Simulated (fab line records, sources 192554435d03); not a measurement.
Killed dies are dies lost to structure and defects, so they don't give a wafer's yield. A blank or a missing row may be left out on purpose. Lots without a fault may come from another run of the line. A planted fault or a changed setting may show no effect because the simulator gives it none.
Problem report in the 8D (eight disciplines) form, filled by code | flow n5_finfet | the parts of the form that need people (team, actions taken, sign-off) are left out

1. THE PROBLEM
killed_at_M4_up at N5_PASSIVATION_PROBE_49 reads a mean of 93 on 6 wafers of 2 lots; wafers without a fault read 14 with a standard deviation of 5.7. That is +14 standard deviations from the usual mean.
First seen on wafer L197.1, day 15 22:50, on prober-01. The record holds 6 wafers of 2 lots with a number at this step. Rule for "out", or "out of limits": more than 4 standard deviations from the usual mean. The other wafers with a number count as sound.

2. WHAT IT IS AND WHAT IT IS NOT
question                    | is                     | is not
which readings at this step | killed_at_M4_up        | killed_at_M0_to_M3, killed_at_front_end, killed_short
which lots                  | L196, L197             | -
which wafers of those lots  | all that have a number | -
read on which tools         | prober-01              | -
when                        | from day 15 22:50      | up to then (0 sound wafers)

3. SUSPECTS, AND WHAT RULES EACH OUT
Counting: a tool at a process step up to the reading stays a suspect if it ran every lot that is out and no sound lot after the first of them.
- rie_diel-05 at N5_BEOL_M6_ETCH_72 (etches underlayer in N2/H2, target depth 6.5 nm, time 5.2 s): kept. It ran every lot that is out, first L197 (day 12 01:27), and no sound lot after that.
- rie_diel-04 at N5_MIM_BOT_ETCH_STRIP_01 (strips in O2): kept. It ran every lot that is out, first L197 (day 15 11:24), and no sound lot after that.
- prober-01 at N5_PASSIVATION_PROBE_49: kept. It ran every lot that is out, first L197 (day 15 22:50), and no sound lot after that. Its own readings are out on those wafers: killed_at_M4_up.
Left after counting: rie_diel-05 at N5_BEOL_M6_ETCH_72, rie_diel-04 at N5_MIM_BOT_ETCH_STRIP_01, prober-01 at N5_PASSIVATION_PROBE_49.

4. THE CAUSE (what the simulator had put in)
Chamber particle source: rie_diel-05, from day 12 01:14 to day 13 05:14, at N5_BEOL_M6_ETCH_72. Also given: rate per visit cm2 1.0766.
Counting left 3 suspects, and this tool is among them.

5. THE CHAIN OF EFFECTS, in route order
Each row: a reading whose mean over the struck wafers that have a number lies more than 3 standard deviations from the usual. Only readings for which the record gives a usual standard deviation are gone through. hours: the time from each lot's start at the first step in this table that gives one to its start at this step, as a median over the lots. sigmas: the change in usual standard deviations.
hours | step                    | reading              | usual  | on struck wafers | change | sigmas
0     | N5_PASSIVATION_PROBE_49 | defect_limited_yield | 91.1 % | 84.6             | -6.5   | -4.6
0     | N5_PASSIVATION_PROBE_49 | killed_at_M4_up      | 14     | 93               | +79    | +14
0     | N5_PASSIVATION_PROBE_49 | killed_dies          | 105    | 182              | +77    | +4.5
0     | N5_PASSIVATION_PROBE_49 | killed_on_rim        | 14     | 31               | +17    | +4.2
0     | N5_PASSIVATION_PROBE_49 | sort_bin_5_function  | 5.3 %  | 9.2              | +4.0   | +4.2
0     | N5_PASSIVATION_PROBE_49 | sort_n_pass          | 1075   | 998              | -77    | -4.5
0     | N5_PASSIVATION_PROBE_49 | sort_yield_pct       | 91.1 % | 84.6             | -6.5   | -4.6
The process steps in it:
- N5_PASSIVATION_PROBE_49

6. WHAT WOULD HAVE CAUGHT IT SOONER
In this record the first reading out of limits was taken at day 15 22:50, 94 hours after the fault began at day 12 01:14.
Of the tool readings at N5_BEOL_M6_ETCH_72 for which the record gives a usual standard deviation, none was out on any struck wafer, so an alarm limit of 4 standard deviations on them would not have fired.
All the lots that are out (2) had begun N5_BEOL_M6_ETCH_72 on rie_diel-05 by day 15 22:50. A hold on the tool at that time would have spared none of them.
